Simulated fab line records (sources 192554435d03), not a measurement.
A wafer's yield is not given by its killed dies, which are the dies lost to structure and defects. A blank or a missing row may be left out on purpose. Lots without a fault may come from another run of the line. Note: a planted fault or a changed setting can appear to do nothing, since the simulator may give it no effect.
Split-lot experiment | flow n5Finfet | route with 1938 steps; 7 lots, 21 wafers read

== SPLIT DETAILS ==
At N5_ZERO_LAYER_EXPOSE_08 (exposes mask ZERO, defocus 0 nm, target cd 2000 nm), the setting doseMj was moved away from the recipe's 16.2 on 7 of the 21 wafers read, by -6.8% to +7.2%. All remaining wafers had this setting at the recipe value.

== FROM THE SPLIT TO THE READING: what the file shows between them, 3 steps ==
- N5_ZERO_LAYER_PEB_09
- N5_ZERO_LAYER_DEVELOP_10: develop time 60 s
- N5_ZERO_LAYER_HARDBAKE_23: time 120 s

== THE READING ==
At N5_ZERO_LAYER_CD_MEAS_11: cdNm in nanometres, against a target cd of 2000 nm. Fault-free wafers of this fab line usually give 2001.5 nm, standard deviation 2.2 nm.

wafer  | tool, chamber at the split | doseMj as run | against the recipe | cdNm, nm | against lot-mates on the recipe
L078.1 | krfScanner-02, 0           | 15.88         | -2.0%              | 1998.2   | -5.9
L078.2 | krfScanner-02, 0           | 15.88         | -2.0%              | 1997.9   | -6.2
L078.3 | krfScanner-02, 0           | 16.2          | recipe             | 2004.1   | -
L081.1 | krfScanner-02, 0           | 16.7          | +3.1%              | 2007.5   | +5.1
L081.3 | krfScanner-02, 0           | 16.2          | recipe             | 2002.4   | -
L081.6 | krfScanner-02, 0           | 16.7          | +3.1%              | 2005.3   | +2.9
L089.3 | krfScanner-01, 0           | 15.84         | -2.2%              | 1998.5   | -2.5
L089.5 | krfScanner-01, 0           | 16.2          | recipe             | 1999.6   | -
L089.6 | krfScanner-01, 0           | 16.2          | recipe             | 2002.4   | -
L090.1 | krfScanner-01, 0           | 16.2          | recipe             | 1999.9   | -
L090.5 | krfScanner-01, 0           | 16.2          | recipe             | 1998.2   | -
L090.6 | krfScanner-01, 0           | 16.2          | recipe             | 2000.3   | -
L094.1 | krfScanner-02, 0           | 17.37         | +7.2%              | 2014.9   | +14.0
L094.2 | krfScanner-02, 0           | 16.2          | recipe             | 2002.3   | -
L094.5 | krfScanner-02, 0           | 16.2          | recipe             | 1999.5   | -
L096.1 | krfScanner-02, 0           | 16.2          | recipe             | 2005.1   | -
L096.2 | krfScanner-02, 0           | 16.2          | recipe             | 1999.7   | -
L096.4 | krfScanner-02, 0           | 16.2          | recipe             | 2004.5   | -
L097.1 | krfScanner-02, 0           | 16.2          | recipe             | 2002.3   | -
L097.2 | krfScanner-02, 0           | 15.1          | -6.8%              | 1990.0   | -14.2
L097.3 | krfScanner-02, 0           | 16.2          | recipe             | 2006.2   | -

THE FIT
A straight line over all 21 wafers: cdNm changes by +1.73 nm for each +1% of doseMj; r = +0.91; the points scatter about the line by 2.1 nm.
The same after taking each lot's own level away (the mean of its wafers on the recipe; 21 wafers): +1.94 nm for each +1%; r = +0.95; scatter 1.7 nm.
According to that fit, moving doseMj by its largest amount changes the reading by 14 nm.
From 1999.47 to 2004.25 nm: that is the span of the lots' own levels, equal to 2.2 times the standard deviation above.
In other words, the slope is changed by the lot-to-lot level; the two fits disagree.
Check: for one of the wafers moved furthest among these (+7.2%), held out of the fit, the line's prediction against its lot-mates is +13.3 nm. Against them it came out at +14 nm.

== THE WHOLE CHAIN: every reading that the file lists as answering this split, in the file's order ==
step                     | what it does             | reading                                                          | change (the file's fit)              | r (the file's)
N5_ZERO_LAYER_CD_MEAS_11 | target cd 2000 nm        | cdNm                                                             | +1.96 nm for each +1% of the setting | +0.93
N5_ZERO_LAYER_DESCUM_16  | chemistry O2, time 7.9 s | ZERO_LAYER.cdNm (the simulator's own value, which no gauge read) | +1.93 nm for each +1% of the setting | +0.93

== FILE'S OWN FIT ==
cdNm changes by +1.96 nm for each +1% of doseMj, r = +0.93.
